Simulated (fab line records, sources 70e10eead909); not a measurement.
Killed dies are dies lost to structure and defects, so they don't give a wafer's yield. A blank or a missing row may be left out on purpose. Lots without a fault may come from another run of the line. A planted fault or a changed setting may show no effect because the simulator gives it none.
Which tool did it? | flow nand_harc | 12 lots, 36 wafers sampled, at 6 steps of a route of 1302

WHAT THE GAUGES READ, wafer by wafer
NHARC_A_DECK1_JOINT_THK_MEAS_17: measures by ellipsometry. Usual: thk_nm 45.0 nm, standard deviation 1.1.
lot  | measured     | on            | thk_nm (nm)    | flag
L642 | day 14 08:04 | film_metro-02 | 42.8 44.0 45.7 |
L643 | day 14 08:01 | film_metro-01 | 45.0 44.2 45.9 |
L644 | day 15 09:49 | film_metro-02 | 44.1 47.6 45.0 |
L646 | day 16 11:18 | film_metro-01 | 45.7 46.4 45.4 |
L649 | day 17 00:01 | film_metro-01 | 42.7 44.1 44.4 |
L651 | day 18 16:17 | film_metro-01 | 45.4 44.2 46.6 |
L653 | day 19 00:12 | film_metro-01 | 43.8 44.7 43.2 |
L655 | day 19 13:59 | film_metro-01 | 43.6 43.3 44.5 |
L654 | day 19 16:33 | film_metro-01 | 43.6 43.9 44.5 |
L657 | day 21 03:19 | film_metro-02 | 45.1 45.8 46.4 |
L659 | day 21 16:17 | film_metro-01 | 46.3 43.4 43.2 |
L660 | day 21 16:17 | film_metro-02 | 43.9 45.1 46.6 |

NHARC_A_ONON_D2_THK_MEAS_11: measures by ellipsometry. Usual: thk_nm 1005 nm, standard deviation 11.
lot  | measured     | on            | thk_nm (nm)    | flag
L642 | day 14 10:23 | film_metro-02 | 1019 1020 1020 |
L643 | day 14 10:22 | film_metro-01 | 689 689 1003   | OFF
L644 | day 15 12:07 | film_metro-02 | 674 988 986    | OFF
L646 | day 16 13:37 | film_metro-01 | 1007 1006 1005 |
L649 | day 17 02:19 | film_metro-01 | 1017 1018 1017 |
L651 | day 18 18:36 | film_metro-02 | 1003 1002 1003 |
L653 | day 19 02:32 | film_metro-01 | 997 998 998    |
L655 | day 19 16:19 | film_metro-01 | 1014 1013 1013 |
L654 | day 19 18:52 | film_metro-01 | 991 991 991    |
L657 | day 21 05:37 | film_metro-02 | 992 993 993    |
L659 | day 21 18:36 | film_metro-01 | 999 1000 997   |
L660 | day 21 18:35 | film_metro-02 | 1006 1007 1008 |

NHARC_END_SORT_01. Usual: killed_at_array 59, standard deviation 21; killed_at_other 1.0, standard deviation 1.1; killed_at_periphery 4.0, standard deviation 2.6; killed_dies 64, standard deviation 21; killed_open 3.2, standard deviation 1.7; killed_short 2.5, standard deviation 1.5.
lot  | measured     | on        | killed_at_array | killed_at_other | killed_at_periphery | killed_dies | killed_open | killed_short | flag
L643 | day 27 14:42 | prober-01 | 674 675 50      | 0 0 0           | 3 2 6               | 677 677 56  | 5 2 3       | 1 2 3        | OFF
L644 | day 27 18:27 | prober-02 | 674 68 65       | 0 1 0           | 3 1 1               | 677 70 66   | 3 3 1       | 2 2 0        | OFF
L651 | day 30 16:52 | prober-01 | 58 55 59        | 1 0 2           | 1 4 3               | 60 59 64    | 5 3 6       | 2 3 1        |
L653 | day 30 09:40 | prober-02 | 45 53 60        | 0 1 1           | 3 6 5               | 48 60 66    | 3 3 2       | 0 1 2        |

WHICH TOOL RAN EACH LOT (tool, then ch and the chambers of the sampled wafers, then the start)
lot  | NHARC_A_CHANNEL_FILL_D1_CMP_10 | NHARC_A_DECK1_JOINT_DEP_16      | NHARC_A_ONON_D2_DEP_09
L642 | cmp-03 ch 2,3, day 13 00:20    | pecvd-02 ch 0,2, day 14 07:49   | pecvd_onon-03 ch 0, day 14 09:55
L643 | cmp-02 ch 1,2,3, day 13 00:20  | pecvd-04 ch 0,1,2, day 14 07:44 | pecvd_onon-01 ch 0, day 14 09:58
L644 | cmp-01 ch 0,1,2, day 14 01:29  | pecvd-01 ch 0,1,2, day 15 09:37 | pecvd_onon-01 ch 0, day 15 11:47
L646 | cmp-01 ch 0,1,3, day 14 21:49  | pecvd-01 ch 1,2, day 16 11:03   | pecvd_onon-03 ch 0, day 16 13:06
L649 | cmp-02 ch 1,3, day 15 14:20    | pecvd-04 ch 0,1,2, day 16 23:44 | pecvd_onon-03 ch 0, day 17 01:49
L651 | cmp-03 ch 0,2,3, day 17 03:34  | pecvd-02 ch 1,2, day 18 16:02   | pecvd_onon-04 ch 0, day 18 18:05
L653 | cmp-01 ch 0,2,3, day 17 12:05  | pecvd-04 ch 0,1, day 18 23:55   | pecvd_onon-01 ch 0, day 19 02:02
L655 | cmp-03 ch 0,1,2, day 18 03:26  | pecvd-04 ch 0,1,2, day 19 13:42 | pecvd_onon-01 ch 0, day 19 15:47
L654 | cmp-02 ch 0,1,3, day 18 07:01  | pecvd-04 ch 0,1, day 19 16:18   | pecvd_onon-03 ch 0, day 19 18:22
L657 | cmp-03 ch 0,3, day 19 19:08    | pecvd-02 ch 0,1,2, day 21 03:04 | pecvd_onon-01 ch 0, day 21 05:06
L659 | cmp-01 ch 1,2,3, day 20 04:14  | pecvd-02 ch 0,1,2, day 21 16:01 | pecvd_onon-01 ch 0, day 21 18:05
L660 | cmp-01 ch 0,1,3, day 20 08:00  | pecvd-04 ch 0,2, day 21 16:00   | pecvd_onon-03 ch 0, day 21 18:05
- NHARC_A_CHANNEL_FILL_D1_CMP_10: polishes, target thk 150 nm.
- NHARC_A_DECK1_JOINT_DEP_16: deposits SiO2, target thk 45 nm.
- NHARC_A_ONON_D2_DEP_09: target thk 1000 nm.

WHAT THE TOOLS THEMSELVES READ (means of the sampled wafers that have a number; where no wafer has one, the mark that the record gives instead)
NHARC_A_CHANNEL_FILL_D1_CMP_10. Usual: edge_zone_pressure_frac 1.000, standard deviation 0.0049; motor_current_A 12.1 A, standard deviation 1.3; retaining_ring_pressure_frac 1.001, standard deviation 0.0052; slurry_flow_ml_min 150.0, standard deviation 0.48; time_to_endpoint_s 14.9 s, standard deviation 2.7.
lot  | tool   | edge_zone_pressure_frac | motor_current_A (A) | retaining_ring_pressure_frac | slurry_flow_ml_min | time_to_endpoint_s (s) | flag
L642 | cmp-03 | 1.003                   | 12.8                | 1.004                        | 150.4              | 12.7                   |
L643 | cmp-02 | 1.004                   | 12.1                | 0.998                        | 150.4              | 15.5                   |
L644 | cmp-01 | 1.001                   | 12.9                | 1.006                        | 149.8              | 13.7                   |
L646 | cmp-01 | 1.000                   | 12.4                | 1.001                        | 150.3              | 13.9                   |
L649 | cmp-02 | 0.998                   | 11.3                | 1.005                        | 150.0              | 15.7                   |
L651 | cmp-03 | 1.002                   | 12.5                | 1.000                        | 150.3              | 12.9                   |
L653 | cmp-01 | 0.999                   | 12.0                | 1.005                        | 150.1              | 12.2                   |
L655 | cmp-03 | 1.000                   | 11.6                | 1.000                        | 150.3              | 17.8                   |
L654 | cmp-02 | 0.998                   | 11.3                | 1.001                        | 149.9              | 15.8                   |
L657 | cmp-03 | 0.999                   | 12.8                | 1.001                        | 150.1              | 16.3                   |
L659 | cmp-01 | 1.002                   | 13.0                | 0.998                        | 150.0              | 13.0                   |
L660 | cmp-01 | 1.004                   | 12.8                | 1.008                        | 149.8              | 16.3                   |

NHARC_A_DECK1_JOINT_DEP_16. Usual: heater_power_w 517 W, standard deviation 97; showerhead_vpp_V 1771 V, standard deviation 110; throttle_valve_pct 15.9 %, standard deviation 0.58.
lot  | tool     | heater_power_w (W) | showerhead_vpp_V (V) | throttle_valve_pct (%) | flag
L642 | pecvd-02 | 578                | 1715                 | 15.9                   |
L643 | pecvd-04 | 433                | 1850                 | 16.1                   |
L644 | pecvd-01 | 615                | 1788                 | 15.6                   |
L646 | pecvd-01 | 548                | 1770                 | 15.7                   |
L649 | pecvd-04 | 452                | 1844                 | 16.2                   |
L651 | pecvd-02 | 515                | 1694                 | 15.4                   |
L653 | pecvd-04 | 541                | 1929                 | 16.2                   |
L655 | pecvd-04 | 460                | 1846                 | 16.6                   |
L654 | pecvd-04 | 558                | 1886                 | 16.6                   |
L657 | pecvd-02 | 516                | 1666                 | 15.6                   |
L659 | pecvd-02 | 504                | 1662                 | 15.5                   |
L660 | pecvd-04 | 402                | 1810                 | 16.1                   |

NHARC_A_ONON_D2_DEP_09. Usual: n2o_flow_sccm 1999 sccm, standard deviation 5.9.
lot  | tool          | n2o_flow_sccm (sccm) | flag
L642 | pecvd_onon-03 | 1997                 |
L643 | pecvd_onon-01 | 2003                 |
L644 | pecvd_onon-01 | 1994                 |
L646 | pecvd_onon-03 | 1993                 |
L649 | pecvd_onon-03 | 2005                 |
L651 | pecvd_onon-04 | 2003                 |
L653 | pecvd_onon-01 | 1996                 |
L655 | pecvd_onon-01 | 2000                 |
L654 | pecvd_onon-03 | 2005                 |
L657 | pecvd_onon-01 | 1997                 |
L659 | pecvd_onon-01 | 1994                 |
L660 | pecvd_onon-03 | 1998                 |

THE ANSWER, worked out from the rows above alone
Rule: a lot is off if the mean of its wafers that have a number lies more than 3 standard deviations from the usual mean. A lot without any number at a reading at which 4 lots or more have one is off too. The other lots that the step has rows for count as sound. The gauges are gone through in route order, then the tools' own readings, and for those a lot's mean is taken as printed above. The first step at which some lot is off is used, and at that step the reading that is off furthest; a lot without a number counts as furthest.
Off: L643, L644, at NHARC_A_ONON_D2_THK_MEAS_11 (thk_nm).
A tool fits if, at a process step before that reading, it ran every lot that is off, and no sound lot after the first of them. The gauges at NHARC_A_ONON_D2_THK_MEAS_11 aren't tried: what is off there is off at NHARC_END_SORT_01 too, on other tools, and a gauge's error can't cause that. None of those tried fits.

WHAT THE SIMULATOR HAD PUT IN
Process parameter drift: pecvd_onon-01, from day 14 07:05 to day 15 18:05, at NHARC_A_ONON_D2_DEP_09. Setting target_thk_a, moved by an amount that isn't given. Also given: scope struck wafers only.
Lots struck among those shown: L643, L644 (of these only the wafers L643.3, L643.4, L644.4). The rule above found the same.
